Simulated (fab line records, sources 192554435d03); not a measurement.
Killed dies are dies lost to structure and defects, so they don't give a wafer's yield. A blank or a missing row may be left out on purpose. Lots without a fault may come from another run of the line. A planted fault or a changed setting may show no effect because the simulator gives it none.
One fault seen from 2 desks | flow n5_finfet | each desk has only its own numbers; what lay behind them comes last

THE TOOL OWNER'S DESK: rie_diel-04
The tool's own readings at N5_BEOL_M0_ETCH_138 (etches SiCN in CH3F/O2, target depth 12 nm, time 31.6 s): means of the sampled wafers that have a number, for each lot that ran on this tool. A lot is out of limits, marked OUT, if its mean lies more than 4 standard deviations from the usual mean; the brackets give that distance. Of its 8 readings 7 are shown: the one that was out of limits first, and those that lie furthest out on some lot.
Columns: A = bias_w at N5_BEOL_M0_ETCH_138, usual 74.96 W; B = chamber_pressure_mTorr at N5_BEOL_M0_ETCH_138, usual 30.000 mTorr; C = etch_rf_on_time_s at N5_BEOL_M0_ETCH_138, usual 29.6 s; D = oes_product_au at N5_BEOL_M0_ETCH_138, usual 0.63 a.u.; E = rf_vpp_V at N5_BEOL_M0_ETCH_138, usual 297.4 V; F = showerhead_plenum_p_Torr at N5_BEOL_M0_ETCH_138, usual 2.00 Torr; G = throttle_valve_pct at N5_BEOL_M0_ETCH_138, usual 16.39 %
lot  | first seen here | A               | B      | C    | D    | E                | F    | G
L273 | day 5 23:15     | 74.92           | 29.965 | 29.0 | 0.65 | 296.4            | 1.98 | 16.28
L282 | day 8 00:29     | 82.01 (+35) OUT | 29.985 | 28.0 | 0.64 | 313.5 (+9.5) OUT | 1.96 | 16.41
L284 | day 8 16:06     | 82.04 (+35) OUT | 30.002 | 29.4 | 0.65 | 314.1 (+9.8) OUT | 1.97 | 16.32
L294 | day 11 03:59    | 75.00           | 30.000 | 30.1 | 0.60 | 298.0            | 2.02 | 16.51
This desk's finding: out of limits on L282, L284; first on L282, day 8 00:29 (bias_w at N5_BEOL_M0_ETCH_138). In limits: L273, L294.

THE METROLOGY DESK
What the gauges read, lot by lot, whatever tool the lot ran on: means of the sampled wafers that have a number. A lot is out of limits, marked OUT, if its mean lies more than 4 standard deviations from the usual mean; the brackets give that distance. Of its 11 readings 7 are shown: those that lie furthest out on some lot.
Columns: A = cd_nm at N5_BEOL_M0_SAQP_CD_MEAS_40, usual 30.10 nm; B = DIBL_N at N5_BEOL_M4_RC_MEAS_101, usual 36.6 mV/V; C = DIBL_P at N5_BEOL_M4_RC_MEAS_101, usual 36.7 mV/V; D = IOFF_N at N5_BEOL_M4_RC_MEAS_101, usual 0.16 nA/um; E = IOFF_P at N5_BEOL_M4_RC_MEAS_101, usual 0.22 nA/um; F = SS_N at N5_BEOL_M4_RC_MEAS_101, usual 71.6 mV/dec; G = VT_P at N5_BEOL_M4_RC_MEAS_101, usual -250 mV
lot  | first seen here | A     | B    | C    | D    | E    | F    | G
L273 | day 5 21:32     | 30.26 | 36.6 | 37.4 | 0.16 | 0.27 | 70.7 | -245
L282 | day 7 22:29     | 30.40 | 36.7 | 37.4 | 0.16 | 0.22 | 71.3 | -250
L284 | day 8 14:23     | 30.11 | 34.2 | 35.9 | 0.14 | 0.20 | 71.6 | -251
L286 | day 9 02:40     | 30.20 | 34.7 | 34.2 | 0.13 | 0.17 | 71.4 | -252
L287 | day 9 08:23     | 30.18 | 36.2 | 37.3 | 0.16 | 0.21 | 72.1 | -250
L288 | day 9 10:53     | 30.23 | 38.5 | 34.9 | 0.17 | 0.22 | 71.9 | -251
L290 | day 10 03:38    | 29.99 | 36.2 | 38.1 | 0.19 | 0.24 | 71.7 | -247
L294 | day 11 02:07    | 29.98 | 36.3 | 35.2 | 0.16 | 0.22 | 71.4 | -249
L295 | day 11 04:10    | 30.08 | 38.3 | 37.6 | 0.20 | 0.27 | 72.0 | -244
This desk's finding: nothing out of limits on any of the 9 lots.

PUT TOGETHER
The tool owner's desk could have raised an alarm at day 8 00:29, on L282, L284.
The metrology desk saw nothing out of limits.
The metrology desk has L282, L284 on record, within its limits.
Of the lots named, all ran N5_BEOL_M0_ETCH_138 on rie_diel-04.

WHAT THE SIMULATOR HAD PUT IN
Process parameter drift: rie_diel-04, from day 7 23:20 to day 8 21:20, at N5_BEOL_M0_ETCH_138. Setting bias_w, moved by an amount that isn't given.
Lots struck among those shown: L282, L284.
Hours from the fault's start to each desk's first reading out of limits: the tool owner's desk, 1.
